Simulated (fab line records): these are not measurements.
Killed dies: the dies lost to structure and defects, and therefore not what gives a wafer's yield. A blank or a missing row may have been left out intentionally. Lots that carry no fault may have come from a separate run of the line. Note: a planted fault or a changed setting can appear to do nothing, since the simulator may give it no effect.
Chamber matching | flow n5Finfet | 4 sister chambers for N5_BEOL_M3_ETCH_69 on rieDiel-05
The step etches SiARC in CF4, target depth 15.6 nm, time 26 s. 8 wafers are shown with their chamber, then 9 later ones without.

## WAFERS WITH THEIR CHAMBER
wafer  | chamber | drypumpMotorCurrentA (A) | showerheadPlenumPTorr (Torr)
L078.4 | 0       | 5.3                      | 2.13
L084.5 | 2       | 5.8                      | 2.13
L083.6 | 2       | 5.9                      | 2.13
L087.3 | 3       | 6.3                      | 2.27
L087.5 | 3       | 6.3                      | 2.27
L089.1 | 1       | 5.1                      | 2.18
L089.3 | 0       | 5.3                      | 2.12
L089.5 | 1       | 5.1                      | 2.18

## WAFERS MISSING THEIR CHAMBER
wafer  | drypumpMotorCurrentA (A) | showerheadPlenumPTorr (Torr)
L093.2 | 5.3                      | 2.12
L093.3 | 6.3                      | 2.27
L093.6 | 5.9                      | 2.12
L095.4 | 6.3                      | 2.27
L095.5 | 6.3                      | 2.27
L095.6 | 5.3                      | 2.12
L097.2 | 5.9                      | 2.12
L097.3 | 5.1                      | 2.18
L097.6 | 5.9                      | 2.12

## CHAMBER TAKEN BY EACH
wafer  | from the rows above | in truth
L093.2 | 0                   | 0
L093.3 | 3                   | 3
L093.6 | 2                   | 2
L095.4 | 3                   | 3
L095.5 | 3                   | 3
L095.6 | 0                   | 0
L097.2 | 2                   | 2
L097.3 | 1                   | 1
L097.6 | 2                   | 2
Correct placement for 9 of the 9. Left unplaced by these rows: 0. Wrongly placed: 0.
How it was worked out, from the rows above alone: a wafer's distance from a chamber is the root of the sum, over the readings, of the square of ((its reading less the chamber's mean) divided by the reading's scatter). If the next closest chamber is less than 2 further off than the closest, the wafer can't be placed; otherwise it belongs to the closest. A chamber's mean is the mean of its shown wafers. The scatter: take each reading less its chamber's mean, square it, sum over the shown wafers, divide by the number of wafers less the number of chambers, and take the root.
